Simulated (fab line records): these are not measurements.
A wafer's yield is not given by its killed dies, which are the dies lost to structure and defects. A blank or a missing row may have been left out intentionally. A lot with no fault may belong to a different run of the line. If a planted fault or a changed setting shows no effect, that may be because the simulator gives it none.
Chamber matching + flow n5_finfet + N5_MOL_CONTACT_COAG_ETCH_67 on rie_diel-05: 4 sister chambers
The step etches SOC in N2/H2, target depth 60 nm, overetch 21 nm, time 101.2 s. 16 wafers are shown with their chamber, then 8 later ones without.

== WAFERS WITH THEIR CHAMBER ==
| wafer  | chamber | showerhead_plenum_p_Torr (Torr) | drypump_motor_current_A (A) | throttle_valve_pct (%) |
|--------|---------|---------------------------------|-----------------------------|------------------------|
| L078.2 | 1       | 2.43                            | 5.6                         | 17.97                  |
| L078.4 | 0       | 2.58                            | 5.0                         | 17.40                  |
| L078.5 | 2       | 2.65                            | 5.9                         | 17.81                  |
| L080.1 | 0       | 2.58                            | 4.9                         | 17.41                  |
| L080.4 | 3       | 2.72                            | 5.7                         | 17.65                  |
| L080.6 | 3       | 2.72                            | 5.7                         | 17.64                  |
| L082.1 | 1       | 2.43                            | 5.5                         | 17.98                  |
| L082.4 | 0       | 2.58                            | 4.9                         | 17.40                  |
| L082.5 | 3       | 2.72                            | 5.7                         | 17.65                  |
| L084.1 | 1       | 2.43                            | 5.5                         | 17.99                  |
| L084.5 | 2       | 2.64                            | 5.9                         | 17.86                  |
| L084.6 | 3       | 2.71                            | 5.7                         | 17.68                  |
| L088.2 | 1       | 2.43                            | 5.5                         | 18.01                  |
| L088.5 | 1       | 2.43                            | 5.5                         | 18.00                  |
| L088.6 | 0       | 2.57                            | 5.0                         | 17.44                  |
| L089.3 | 2       | 2.63                            | 5.9                         | 17.86                  |

SIGNATURES (means of the wafers above)
| reading                  | chamber 0 | chamber 1 | chamber 2 | chamber 3 | scatter within a chamber |
|--------------------------|-----------|-----------|-----------|-----------|--------------------------|
| showerhead_plenum_p_Torr | 2.5775    | 2.4300    | 2.6400    | 2.7175    | 0.0054                   |
| drypump_motor_current_A  | 4.950     | 5.520     | 5.900     | 5.700     | 0.0387                   |
| throttle_valve_pct       | 17.4125   | 17.9900   | 17.8433   | 17.6550   | 0.0197                   |
Rule: for a wafer and a chamber, the distance is found by dividing, reading by reading, the gap between the wafer's reading and the chamber's mean by the reading's scatter, squaring, summing and taking the root. If the next closest chamber is less than 2 further off than the closest, the wafer can't be placed; otherwise it belongs to the closest. How the scatter is found: for the shown wafers, subtract from each reading the mean of its chamber, square and add these, divide the total by (wafers less chambers), then take the root.

== WAFERS WITH NO CHAMBER GIVEN ==
| wafer  | showerhead_plenum_p_Torr (Torr) | drypump_motor_current_A (A) | throttle_valve_pct (%) |
|--------|---------------------------------|-----------------------------|------------------------|
| L089.4 | 2.71                            | 5.7                         | 17.69                  |
| L089.5 | 2.71                            | 5.7                         | 17.70                  |
| L092.2 | 2.63                            | 5.9                         | 17.90                  |
| L092.5 | 2.71                            | 5.7                         | 17.70                  |
| L092.6 | 2.63                            | 5.9                         | 17.90                  |
| L095.2 | 2.57                            | 4.9                         | 17.45                  |
| L095.4 | 2.42                            | 5.5                         | 18.04                  |
| L095.5 | 2.63                            | 5.9                         | 17.91                  |

== CHAMBER TAKEN BY EACH ==
| wafer  | from the rows above | in truth |
|--------|---------------------|----------|
| L089.4 | 3                   | 3        |
| L089.5 | 3                   | 3        |
| L092.2 | 2                   | 2        |
| L092.5 | 3                   | 3        |
| L092.6 | 2                   | 2        |
| L095.2 | 0                   | 0        |
| L095.4 | 1                   | 1        |
| L095.5 | 2                   | 2        |
Correct placement for 8 of the 8. From these rows, 0 cannot be placed. Wrongly placed: 0.
